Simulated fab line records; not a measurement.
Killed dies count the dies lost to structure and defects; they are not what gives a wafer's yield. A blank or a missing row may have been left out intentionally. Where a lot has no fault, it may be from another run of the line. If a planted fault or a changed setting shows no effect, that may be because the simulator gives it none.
fab line records + flow n5Finfet + part 1 of 2: steps 1 to 5 of 6
[record]
- lots = 8
- wafers = 24
- lastDay = 18
route steps=1938 shown HKMG_FIN@419 BEOL_M4@1111 PASSIVATION@1936
lots that met no fault: taken from a fault-free run of the same line
startH: start of the lot's first displayed wafer, in hours after the record's first day + waitH: time in hours since the lot's previous step + " the same as in the row above + L1.1+2: several wafers, shown together as one row + - no value present, or no start provided + * or withheld: withheld + < > ~ a bound
route shown NAME@n: a module of which the file shows steps, and the number in the route of the first + usual: mean and standard deviation over wafers with no fault + same: alike in all rows + chamber/n: place in a boat + sites: per-site readings + _std_site: standard deviation of those values + _edge_site: outer sites' mean less inner sites' + radiusMm: how far each site lies from the wafer's centre + mask NAME#n: copy n + behind: tool/chamber where the wafer was last shaped + hold: what put the lot on hold/how long, in hours/how the hold closed + device: which transistor (n, p or np) failed to switch + end of line: tests of these same wafers at the route's end + a step with no rows: only its recipe + killed: the dies lost at the first sort to structure and to defects; this is not the yield of the wafer + map: the dies of a wafer, with x for killed, . for not killed, _ for no die there
set.NAME: the setting as run; set.NAME@STEP: as run at that earlier step + model.NAME: the simulator's own value behind a step, which no gauge read
a sample of lots followed through the steps of the route, with each step as a table and each wafer as a row
services: a tool's chamber out of use, with start hour (startH, from the record's first day; less than 0 if before it), hours out, and reason
[[steps]]
[step N5_HKMG_FIN_ALD_36]
[recipe]
- material = TiN
- targetThkA = 10
- tempC = 400
- aldPrecursorFamily = TiCl4
- aldCoReactant = NH3
- pulseTimeS = 1
- purgeTimeS = 3
- coReactantPurgeTimeS = 2
- coReactantPulseTimeS = 2
- aldCycles = 47
- pressureTorr = 3
[usual]
- aldCycles = 47/0
- heaterPowerW = 888/44
- precursorPulseHeightRel = 1.001/0.02
| lot.wafer | tool        | chamber | startH | waitH | aldCycles | heaterPowerW | precursorPulseHeightRel |
|-----------|-------------|---------|--------|-------|-----------|--------------|-------------------------|
| L172.2    | aldMetal-01 | 2       | 75.04  | 0.0   | 47        | 954          | 0.979                   |
| L172.3    | "           | 3       | "      | "     | 47        | 803          | 0.999                   |
| L172.6    | "           | 2       | "      | "     | 47        | 944          | 1.002                   |
| L173.1    | aldMetal-02 | 1       | 78.16  | 0.0   | 47        | 952          | 1.021                   |
| L173.3    | "           | 2       | "      | "     | 47        | 840          | 0.984                   |
| L173.5    | "           | 0       | "      | "     | 47        | 886          | 0.996                   |
| L174.2    | aldMetal-04 | 1       | 87.50  | 0.0   | 47        | 929          | 1.016                   |
| L174.5    | "           | 3       | "      | "     | 47        | 805          | 0.994                   |
| L174.6    | "           | 2       | "      | "     | 47        | 909          | 1.019                   |
| L178.1    | aldMetal-02 | 0       | 112.19 | 0.0   | 47        | 889          | 1.010                   |
| L178.4    | "           | 3       | "      | "     | 47        | 839          | 0.979                   |
| L178.5    | "           | 0       | "      | "     | 47        | 872          | 0.974                   |
| L188.1    | aldMetal-04 | 0       | 171.06 | 0.0   | 47        | 853          | 1.019                   |
| L188.3    | "           | 3       | "      | "     | 47        | 794          | 0.979                   |
| L188.5    | "           | 1       | "      | "     | 47        | 912          | 1.027                   |
| L190.1    | aldMetal-02 | 0       | 195.83 | 0.0   | 47        | 878          | 1.048                   |
| L190.2    | "           | 1       | "      | "     | 47        | 956          | 0.960                   |
| L190.3    | "           | 2       | "      | "     | 47        | 900          | 0.996                   |
| L192.3    | aldMetal-02 | 3       | 198.86 | 0.0   | 47        | 852          | 1.013                   |
| L192.5    | "           | 3       | "      | "     | 47        | 893          | 0.999                   |
| L192.6    | "           | 2       | "      | "     | 47        | 866          | 1.019                   |
| L194.1    | aldMetal-02 | 3       | 206.84 | 0.0   | 47        | 858          | 1.017                   |
| L194.4    | "           | 1       | "      | "     | 47        | 933          | 1.002                   |
| L194.5    | "           | 3       | "      | "     | 47        | 844          | 1.024                   |
[step N5_HKMG_FIN_STRIP_92]
[recipe]
- chemistry = N2/H2
- material = SOC
- timeS = 20
- powerW = 500
- tempC = 40
- pressureMtorr = 50
- rfFrequencyHz = 6e+07
- biasPowerW = 8
- h2Frac = 0.5
- n2FlowSccm = 300
- h2FlowSccm = 300
[usual]
- drypumpMotorCurrentA = 5.8/0.45
- h2FlowSccm = 300.1/0.94
- oesProductAu = 0.82/0.095
- rfFwdPowerW = 496.6/1.8
- rfVppV = 54.3/0.91
- showerheadPlenumPTorr = 3.40/0.12
- tempC = 40.01/0.12
- throttleValvePct = 18.96/0.29
| lot.wafer | tool       | chamber | startH | waitH | drypumpMotorCurrentA | h2FlowSccm | oesProductAu | rfFwdPowerW | rfHoursCounterH | rfVppV | showerheadPlenumPTorr | tempC | throttleValvePct |
|-----------|------------|---------|--------|-------|----------------------|------------|--------------|-------------|-----------------|--------|-----------------------|-------|------------------|
| L172.2    | rieDiel-02 | 2       | 76.98  | 0.1   | 6.2                  | 301.1      | 0.86         | 494.5       | 44              | 55.1   | 3.54                  | 40.07 | 18.52            |
| L172.3    | "          | 3       | "      | "     | 5.6                  | 300.8      | 0.70         | 497.9       | 240             | 55.3   | 3.44                  | 40.10 | 19.16            |
| L172.6    | "          | 2       | "      | "     | 6.2                  | 302.3      | 0.87         | 495.9       | -               | 55.0   | 3.54                  | 39.95 | 18.53            |
| L173.1    | rieDiel-05 | 0       | 79.86  | 0.1   | 5.8                  | 300.1      | 0.68         | 497.7       | 268             | 54.3   | 3.31                  | 40.32 | 19.47            |
| L173.3    | "          | 1       | "      | "     | 5.7                  | 301.5      | 0.94         | 498.0       | 9               | 55.3   | 3.30                  | 39.90 | 19.06            |
| L173.5    | "          | 0       | "      | "     | 5.8                  | 300.2      | 0.68         | 498.5       | -               | 53.6   | 3.31                  | 40.12 | 19.47            |
| L174.2    | rieDiel-04 | 2       | 89.18  | 0.1   | 5.8                  | 299.2      | 0.72         | 495.6       | 211             | 54.7   | 3.31                  | 39.80 | 18.85            |
| L174.5    | "          | 1       | "      | "     | 5.4                  | 298.4      | 0.97         | 496.8       | -               | 55.0   | 3.45                  | 40.08 | 18.63            |
| L174.6    | "          | 2       | "      | "     | 5.8                  | 299.9      | 0.72         | 496.1       | -               | 55.0   | 3.31                  | 40.11 | 18.85            |
| L178.1    | rieDiel-02 | 1       | 113.75 | 0.1   | 5.3                  | 301.9      | 0.90         | 496.5       | 29              | 54.6   | 3.44                  | 39.74 | 18.88            |
| L178.4    | "          | 0       | "      | "     | 5.8                  | 300.6      | 0.75         | 493.5       | 164             | 52.8   | 3.21                  | 39.99 | 18.94            |
| L178.5    | "          | 0       | "      | "     | 5.8                  | 300.5      | 0.74         | 493.6       | -               | 54.3   | 3.21                  | 40.07 | 18.96            |
| L188.1    | rieDiel-04 | 3       | 172.98 | 0.1   | 6.5                  | 301.4      | 0.72         | 497.3       | 199             | 52.9   | 3.46                  | 39.89 | 19.06            |
| L188.3    | "          | 3       | "      | "     | 6.5                  | 300.1      | 0.72         | 496.5       | -               | 53.9   | 3.46                  | 39.83 | 19.06            |
| L188.5    | "          | 3       | "      | "     | 6.5                  | 300.1      | 0.72         | 496.1       | -               | 54.0   | 3.46                  | 39.99 | 19.07            |
| L190.1    | rieDiel-05 | 0       | 197.40 | 0.1   | 5.8                  | 299.9      | 0.90         | 496.1       | 31              | 53.7   | 3.29                  | 39.90 | 19.11            |
| L190.2    | "          | 1       | "      | "     | 5.6                  | 299.6      | 0.85         | 496.8       | 52              | 54.0   | 3.28                  | 40.11 | 19.12            |
| L190.3    | "          | 2       | "      | "     | 6.6                  | 300.3      | 0.69         | 497.3       | 246             | 54.7   | 3.47                  | 39.98 | 19.54            |
| L192.3    | rieDiel-05 | 3       | 200.45 | 0.1   | 5.2                  | 298.9      | 0.89         | 494.5       | 40              | 55.2   | 3.57                  | 39.95 | 18.80            |
| L192.5    | "          | 3       | "      | "     | 5.2                  | 299.7      | 0.88         | 494.6       | -               | 56.1   | 3.57                  | 40.08 | 18.82            |
| L192.6    | "          | 0       | "      | "     | 5.8                  | 299.7      | 0.89         | 494.1       | -               | 53.3   | 3.29                  | 40.19 | 19.12            |
| L194.1    | rieDiel-04 | 2       | 208.53 | 0.1   | 5.8                  | 300.0      | 0.69         | 497.8       | 251             | 53.7   | 3.29                  | 39.96 | 18.91            |
| L194.4    | "          | 0       | "      | "     | 5.2                  | 300.3      | 0.91         | 496.6       | 6               | 55.1   | 3.28                  | 40.08 | 18.03            |
| L194.5    | "          | 3       | "      | "     | 6.5                  | 301.4      | 0.70         | 494.1       | -               | 53.9   | 3.45                  | 39.86 | 19.07            |
[step N5_HKMG_FIN_ALD_91]
[recipe]
- material = TiN
- targetThkA = 10
- tempC = 400
- aldPrecursorFamily = TiCl4
- aldCoReactant = NH3
- pulseTimeS = 1
- purgeTimeS = 3
- coReactantPurgeTimeS = 2
- coReactantPulseTimeS = 2
- aldCycles = 47
- pressureTorr = 3
[usual]
- aldCycles = 47/0
- heaterPowerW = 883/51
- precursorPulseHeightRel = 0.997/0.019
| lot.wafer | tool        | chamber | startH | waitH | aldCycles | heaterPowerW | precursorPulseHeightRel |
|-----------|-------------|---------|--------|-------|-----------|--------------|-------------------------|
| L172.2    | aldMetal-04 | 1       | 77.51  | 0.3   | 47        | 948          | 0.952                   |
| L172.3    | "           | 3       | "      | "     | 47        | 818          | 1.008                   |
| L172.6    | "           | 0       | "      | "     | 47        | 840          | 1.047                   |
| L173.1    | aldMetal-04 | 0       | 80.39  | 0.3   | 47        | 847          | 1.019                   |
| L173.3    | "           | 3       | "      | "     | 47        | 795          | 1.008                   |
| L173.5    | "           | 1       | "      | "     | 47        | 914          | 0.991                   |
| L174.2    | aldMetal-04 | 1       | 89.71  | 0.3   | 47        | 923          | 0.999                   |
| L174.5    | "           | 2       | "      | "     | 47        | 914          | 1.021                   |
| L174.6    | "           | 3       | "      | "     | 47        | 782          | 1.007                   |
| L178.1    | aldMetal-02 | 3       | 114.28 | 0.3   | 47        | 876          | 0.975                   |
| L178.4    | "           | 1       | "      | "     | 47        | 942          | 0.991                   |
| L178.5    | "           | 0       | "      | "     | 47        | 878          | 1.015                   |
| L188.1    | aldMetal-01 | 2       | 173.53 | 0.3   | 47        | 949          | 1.011                   |
| L188.3    | "           | 1       | "      | "     | 47        | 954          | 1.001                   |
| L188.5    | "           | 0       | "      | "     | 47        | 855          | 0.987                   |
| L190.1    | aldMetal-04 | 2       | 197.93 | 0.3   | 47        | 946          | 1.013                   |
| L190.2    | "           | 1       | "      | "     | 47        | 934          | 0.996                   |
| L190.3    | "           | 0       | "      | "     | 65        | 849          | 1.009                   |
| L192.3    | aldMetal-04 | 0       | 200.98 | 0.1   | 65        | 844          | 1.054                   |
| L192.5    | "           | 3       | "      | "     | 47        | 787          | 0.979                   |
| L192.6    | "           | 2       | "      | "     | 65        | 910          | 1.005                   |
| L194.1    | aldMetal-02 | 1       | 209.06 | 0.3   | 47        | 933          | 1.023                   |
| L194.4    | "           | 0       | "      | "     | 47        | 892          | 0.992                   |
| L194.5    | "           | 2       | "      | "     | 47        | 879          | 1.006                   |
[step N5_HKMG_FIN_ETCH_86]
[recipe]
- chemistry = N2/H2
- target = SOC
- targetDepthA = 3932
- stopOn = TiN
- ionEnergyEv = 100
- biasW = 61
- pressureMtorr = 30
- sourceW = 850
- n2FlowSccm = 200
- h2FlowSccm = 200
[usual]
- drypumpMotorCurrentA = 5.8/0.45
- h2FlowSccm = 199.9/0.6
- oesProductAu = 0.80/0.096
- rfFwdPowerW = 844.8/2.9
- rfVppV = 241.0/1.3
- showerheadPlenumPTorr = 2.57/0.088
- throttleValvePct = 17.74/0.22
| lot.wafer | tool       | chamber | startH | waitH | drypumpMotorCurrentA | h2FlowSccm | oesProductAu | rfFwdPowerW | rfHoursCounterH | rfVppV | showerheadPlenumPTorr | throttleValvePct |
|-----------|------------|---------|--------|-------|----------------------|------------|--------------|-------------|-----------------|--------|-----------------------|------------------|
| L172.2    | rieDiel-05 | 1       | 77.95  | -     | 5.6                  | 200.8      | 0.91         | 846.1       | 8               | 239.7  | 2.50                  | 17.76            |
| L172.3    | "          | 0       | "      | "     | 5.8                  | 200.3      | 0.67         | 844.9       | 267             | 240.5  | 2.50                  | 18.12            |
| L172.6    | "          | 0       | "      | "     | 5.8                  | 200.8      | 0.67         | 844.7       | -               | 239.9  | 2.50                  | 18.10            |
| L173.1    | rieDiel-05 | 2       | 80.72  | -     | 6.6                  | 200.1      | 0.71         | 844.7       | 205             | 241.6  | 2.65                  | 18.22            |
| L173.3    | "          | 1       | "      | "     | 5.6                  | 199.4      | 0.91         | 847.6       | 9               | 240.4  | 2.50                  | 17.78            |
| L173.5    | "          | 2       | "      | "     | 6.5                  | 200.8      | 0.71         | 843.8       | -               | 241.6  | 2.65                  | 18.23            |
| L174.2    | rieDiel-04 | 3       | 90.05  | -     | 6.5                  | 200.0      | 0.74         | 839.6       | 168             | 241.5  | 2.63                  | 17.81            |
| L174.5    | "          | 2       | "      | "     | 5.8                  | 200.1      | 0.70         | 844.7       | -               | 239.8  | 2.51                  | 17.86            |
| L174.6    | "          | 3       | "      | "     | 6.5                  | 199.6      | 0.74         | 840.3       | -               | 242.0  | 2.63                  | 17.80            |
| L178.1    | rieDiel-04 | 2       | 114.68 | -     | 5.8                  | 200.0      | 0.70         | 846.3       | 218             | 239.8  | 2.50                  | 17.87            |
| L178.4    | "          | 0       | "      | "     | 5.2                  | 200.0      | 0.67         | 845.7       | 241             | 240.0  | 2.49                  | 17.48            |
| L178.5    | "          | 1       | "      | "     | 5.4                  | 199.9      | 0.93         | 842.4       | -               | 242.8  | 2.61                  | 17.59            |
| L188.1    | rieDiel-04 | 3       | 173.89 | -     | 6.5                  | 199.1      | 0.71         | 837.5       | 200             | 242.3  | 2.62                  | 17.84            |
| L188.3    | "          | 1       | "      | "     | 5.4                  | 199.9      | 0.88         | 848.4       | 36              | 240.7  | 2.60                  | 17.61            |
| L188.5    | "          | 1       | "      | "     | 5.4                  | 199.7      | 0.87         | 847.3       | -               | 241.4  | 2.60                  | 17.61            |
| L190.1    | rieDiel-02 | 0       | 198.27 | -     | 5.8                  | 199.6      | 0.71         | 845.6       | 197             | 238.4  | 2.41                  | 17.79            |
| L190.2    | "          | 3       | "      | "     | 5.7                  | 200.0      | 0.89         | 847.3       | 23              | 242.8  | 2.59                  | 17.45            |
| L190.3    | "          | 1       | "      | "     | 5.3                  | 199.9      | 0.85         | 843.1       | 62              | 242.0  | 2.59                  | 17.75            |
| L192.3    | rieDiel-04 | 2       | 201.35 | -     | 5.8                  | 199.4      | 0.68         | 846.2       | 248             | 240.8  | 2.49                  | 17.92            |
| L192.5    | "          | 0       | "      | "     | 5.2                  | 200.1      | 0.93         | 843.5       | -               | 239.7  | 2.48                  | 17.10            |
| L192.6    | "          | 1       | "      | "     | 5.4                  | 200.7      | 0.86         | 843.8       | -               | 240.5  | 2.60                  | 17.66            |
| L194.1    | rieDiel-05 | 3       | 209.40 | -     | 5.2                  | 201.0      | 0.86         | 844.8       | 44              | 243.9  | 2.71                  | 17.73            |
| L194.4    | "          | 3       | "      | "     | 5.2                  | 200.5      | 0.86         | 847.4       | -               | 242.3  | 2.71                  | 17.70            |
| L194.5    | "          | 0       | "      | "     | 5.8                  | 201.1      | 0.87         | 847.5       | -               | 240.2  | 2.49                  | 17.77            |
[step N5_BEOL_M4_RC_MEAS_101]
[usual]
- DIBL_N = 36.2/1.6
- DIBL_P = 36.5/1.9
- IOFF_N = 0.158/0.027
- IOFF_N_85C = 3.1/0.45
- IOFF_N_LIN = 0.073/0.01
- IOFF_N_LONG = 5.45e-05/2.1e-06
- IOFF_P = 0.21/0.038
- IOFF_P_85C = 3.7/0.54
- IOFF_P_LIN = 0.101/0.014
- IOFF_P_LONG = 0.000106/1e-05
- ION_N = 675/12
- ION_P = 464/8.9
- SS_N = 71.5/0.61
- SS_P = 73.4/0.59
- VT_N = 250.4/3
- VT_N_LONG = 275.5/1.7
- VT_N_LVT = 99.1/2.9
- VT_P = -250/3.6
- VT_P_LONG = -275/3.3
- VT_P_LVT = -99/3.1
| lot.wafer | tool      | chamber | startH | waitH | DIBL_N[mV/V] | DIBL_P[mV/V] | IOFF_N[nA/um] | IOFF_N_85C[nA/um] | IOFF_N_LIN[nA/um] | IOFF_N_LONG[nA/um] | IOFF_P[nA/um] | IOFF_P_85C[nA/um] | IOFF_P_LIN[nA/um] | IOFF_P_LONG[nA/um] | ION_N[uA/um] | ION_P[uA/um] | SS_N[mV/dec] | SS_P[mV/dec] | VT_N[mV] | VT_N_LONG[mV] | VT_N_LVT[mV] | VT_P[mV] | VT_P_LONG[mV] | VT_P_LVT[mV] |
|-----------|-----------|---------|--------|-------|--------------|--------------|---------------|-------------------|-------------------|--------------------|---------------|-------------------|-------------------|--------------------|--------------|--------------|--------------|--------------|----------|---------------|--------------|----------|---------------|--------------|
| L173.1    | prober-01 | 0       | 164.40 | 0.0   | 37.7         | 38.5         | 0.175         | 3.4               | 0.078             | 5.31e-05           | 0.26          | 4.3               | 0.119             | 0.000105           | 683          | 474          | 72.3         | 74.0         | 251.0    | 277.9         | 96.7         | -247     | -275          | -94          |
| L173.3    | "         | 0       | "      | "     | 36.3         | 36.5         | 0.146         | 2.9               | 0.068             | 5.17e-05           | 0.22          | 3.8               | 0.105             | 0.000107           | 676          | 472          | 71.1         | 73.0         | 251.9    | 277.7         | 100.2        | -250     | -275          | -96          |
| L173.5    | "         | 0       | "      | "     | 38.5         | 39.0         | 0.194         | 3.6               | 0.085             | 5.29e-05           | 0.27          | 4.4               | 0.119             | 0.000107           | 683          | 468          | 72.0         | 74.1         | 247.4    | 277.5         | 95.1         | -245     | -275          | -94          |
| L172.2    | prober-02 | 0       | 167.34 | 0.2   | 34.3         | 35.5         | 0.138         | 2.8               | 0.065             | 5.6e-05            | 0.19          | 3.4               | 0.093             | 0.000107           | 668          | 457          | 70.9         | 72.3         | 252.3    | 276.8         | 98.0         | -251     | -277          | -98          |
| L172.3    | "         | 0       | "      | "     | 36.1         | 38.0         | 0.161         | 3.2               | 0.075             | 5.37e-05           | 0.24          | 4.0               | 0.108             | 0.000109           | 682          | 466          | 71.5         | 72.9         | 252.3    | 276.6         | 96.7         | -251     | -277          | -95          |
| L172.6    | "         | 0       | "      | "     | 36.9         | 38.7         | 0.184         | 3.6               | 0.083             | 5.56e-05           | 0.25          | 4.2               | 0.114             | 0.00011            | 688          | 465          | 72.0         | 73.2         | 249.9    | 276.6         | 94.9         | -246     | -273          | -94          |
| L174.2    | prober-01 | 0       | 170.34 | 0.2   | 35.1         | 35.1         | 0.140         | 2.7               | 0.066             | 5.3e-05            | 0.18          | 3.3               | 0.089             | 9.5e-05            | 670          | 458          | 71.4         | 73.4         | 250.7    | 276.2         | 102.4        | -254     | -276          | -103         |
| L174.5    | "         | 0       | "      | "     | 34.4         | 34.7         | 0.130         | 2.5               | 0.063             | 5.23e-05           | 0.18          | 3.2               | 0.085             | 9.4e-05            | 663          | 461          | 70.9         | 73.1         | 255.0    | 273.5         | 103.4        | -254     | -276          | -104         |
| L174.6    | "         | 0       | "      | "     | 34.1         | 33.3         | 0.114         | 2.3               | 0.056             | 5.15e-05           | 0.16          | 2.9               | 0.079             | 9.1e-05            | 656          | 449          | 71.2         | 72.0         | 254.7    | 276.1         | 106.9        | -255     | -276          | -106         |
| L178.1    | prober-01 | 0       | 202.49 | 0.0   | 37.8         | 37.8         | 0.168         | 3.2               | 0.075             | 5.11e-05           | 0.21          | 3.7               | 0.095             | 9.1e-05            | 684          | 461          | 72.0         | 73.6         | 253.7    | 277.3         | 99.9         | -250     | -277          | -102         |
| L178.4    | "         | 0       | "      | "     | 38.4         | 38.4         | 0.180         | 3.4               | 0.080             | 5.1e-05            | 0.22          | 3.8               | 0.099             | 9.6e-05            | 689          | 461          | 71.5         | 74.4         | 249.0    | 279.0         | 98.5         | -250     | -279          | -101         |
| L178.5    | "         | 0       | "      | "     | 39.3         | 39.3         | 0.192         | 3.6               | 0.084             | 5.14e-05           | 0.24          | 4.1               | 0.103             | 9.1e-05            | 680          | 463          | 71.3         | 74.3         | 251.1    | 276.8         | 97.3         | -253     | -281          | -99          |
| L188.1    | prober-02 | 0       | 276.81 | 0.0   | 36.2         | 35.3         | 0.141         | 2.8               | 0.066             | 5.48e-05           | 0.18          | 3.2               | 0.087             | 0.000105           | 677          | 464          | 70.7         | 73.0         | 250.3    | 275.7         | 100.7        | -253     | -275          | -102         |
| L188.3    | "         | 0       | "      | "     | 35.3         | 34.9         | 0.142         | 2.8               | 0.067             | 5.38e-05           | 0.18          | 3.3               | 0.089             | 0.000101           | 668          | 460          | 71.1         | 72.6         | 249.4    | 275.1         | 99.1         | -252     | -276          | -101         |
| L188.5    | "         | 0       | "      | "     | 35.5         | 35.6         | 0.138         | 2.7               | 0.065             | 5.4e-05            | 0.18          | 3.2               | 0.087             | 0.0001             | 685          | 457          | 71.1         | 73.1         | 251.5    | 274.9         | 100.8        | -254     | -274          | -102         |
| L190.1    | prober-01 | 0       | 281.24 | 0.0   | 35.9         | 35.2         | 0.144         | 2.9               | 0.070             | 5.85e-05           | 0.20          | 3.5               | 0.100             | 0.000121           | 699          | 475          | 71.7         | 73.5         | 248.9    | 275.4         | 98.5         | -250     | -274          | -97          |
| L190.2    | "         | 0       | "      | "     | 37.0         | 37.2         | 0.162         | 3.2               | 0.077             | 5.79e-05           | 0.23          | 3.8               | 0.108             | 0.00012            | 691          | 467          | 71.6         | 74.1         | 248.4    | 271.4         | 96.7         | -251     | -274          | -96          |
| L190.3    | "         | 0       | "      | "     | 38.6         | 40.1         | 0.048         | 1.1               | 0.022             | 2.79e-05           | 0.49          | 7.1               | 0.214             | 0.000167           | 608          | 509          | 72.1         | 74.0         | 287.6    | 316.4         | 134.1        | -228     | -256          | -78          |
| L192.3    | prober-02 | 0       | 307.86 | 0.3   | 38.4         | 36.8         | 0.041         | 1.0               | 0.018             | 2.65e-05           | 0.42          | 6.5               | 0.191             | 0.000163           | 580          | 488          | 72.1         | 73.3         | 291.3    | 314.6         | 140.1        | -233     | -260          | -82          |
| L192.5    | "         | 0       | "      | "     | 37.6         | 36.5         | 0.163         | 3.2               | 0.072             | 5.44e-05           | 0.25          | 4.2               | 0.116             | 0.000115           | 666          | 467          | 72.0         | 74.1         | 249.4    | 275.0         | 101.1        | -247     | -272          | -96          |
| L192.6    | "         | 0       | "      | "     | 37.1         | 35.7         | 0.037         | 0.9               | 0.016             | 2.62e-05           | 0.36          | 5.6               | 0.166             | 0.000157           | 567          | 477          | 72.8         | 73.2         | 295.0    | 317.3         | 142.7        | -233     | -263          | -85          |
| L194.1    | prober-02 | 0       | 320.57 | 0.0   | 35.0         | 34.8         | 0.149         | 2.9               | 0.069             | 5.46e-05           | 0.22          | 3.8               | 0.109             | 0.000121           | 664          | 463          | 71.1         | 72.8         | 250.4    | 276.2         | 100.2        | -248     | -268          | -97          |
| L194.4    | "         | 0       | "      | "     | 34.2         | 34.5         | 0.141         | 2.8               | 0.069             | 5.46e-05           | 0.22          | 3.8               | 0.110             | 0.000118           | 686          | 482          | 70.4         | 73.0         | 249.9    | 275.9         | 99.3         | -248     | -271          | -96          |
| L194.5    | "         | 0       | "      | "     | 32.9         | 33.3         | 0.116         | 2.4               | 0.057             | 5.41e-05           | 0.19          | 3.4               | 0.100             | 0.000126           | 666          | 469          | 71.3         | 73.1         | 252.7    | 274.4         | 103.7        | -251     | -268          | -99          |
[[key]]
[firstSign]
- step = N5_HKMG_FIN_ALD_91
- reading = aldCycles
- direction = up
- sigmas = 99+
- usual = *
- struck = *
[effect]
- step = N5_BEOL_M4_RC_MEAS_101
- reading = VT_N_LONG
- direction = up
- sigmas = 24
- usual = 275.5
- struck = 316.1
[effect]
- step = N5_BEOL_M4_RC_MEAS_101
- reading = VT_N
- direction = up
- sigmas = 14
- usual = 250.4
- struck = 291.3
[effect]
- step = N5_BEOL_M4_RC_MEAS_101
- reading = VT_N_LVT
- direction = up
- sigmas = 14
- usual = 99.1
- struck = 139.0
[effect]
- step = N5_BEOL_M4_RC_MEAS_101
- reading = IOFF_N_LONG
- direction = down
- sigmas = 13
- usual = 5.45e-05
- struck = 2.68e-05
[effect]
- step = N5_BEOL_M4_RC_MEAS_101
- reading = ION_N
- direction = down
- sigmas = 7.6
- usual = 675
- struck = 585
[effect]
- step = N5_BEOL_M4_RC_MEAS_101
- reading = IOFF_P_LIN
- direction = up
- sigmas = 6.3
- usual = 0.101
- struck = 0.191
[effect]
- step = N5_BEOL_M4_RC_MEAS_101
- reading = IOFF_P_LONG
- direction = up
- sigmas = 5.6
- usual = 0.000106
- struck = 0.000162
[effect]
- step = N5_BEOL_M4_RC_MEAS_101
- reading = IOFF_P
- direction = up
- sigmas = 5.6
- usual = 0.21
- struck = 0.42
[effect]
- step = N5_BEOL_M4_RC_MEAS_101
- reading = VT_P_LVT
- direction = up
- sigmas = 5.5
- usual = -99
- struck = -82
[effect]
- step = N5_BEOL_M4_RC_MEAS_101
- reading = VT_P
- direction = up
- sigmas = 5.2
- usual = -250
- struck = -232
[effect]
- step = N5_BEOL_M4_RC_MEAS_101
- reading = IOFF_N_LIN
- direction = down
- sigmas = 5.2
- usual = 0.073
- struck = 0.019
[effect]
- step = N5_BEOL_M4_RC_MEAS_101
- reading = IOFF_P_85C
- direction = up
- sigmas = 5.1
- usual = 3.7
- struck = 6.4
[effect]
- step = N5_PASSIVATION_PROBE_49
- reading = sort_bin_8_speed
- direction = up
- sigmas = 99+
- usual = 0.00
- struck = 89.69
metAt N5_HKMG_FIN_ALD_91
struckLots L190,L192
struckWafers L190.3,L192.3,L192.6
notActingAt N5_HKMG_FIN_ALD_36,N5_HKMG_FIN_STRIP_92,N5_HKMG_FIN_ETCH_86
onsetBetween 89.71 197.93
[fault]
- kind = processParameterDrift
- tool = aldMetal-04
- chamber = -
- onsetH = 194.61
- steps = N5_HKMG_FIN_ALD_91
- channel = aldCycles
- offset = *
- shape = step
- endH = 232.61
- scope = struckWafersOnly
- actsIn = *
- stated = *
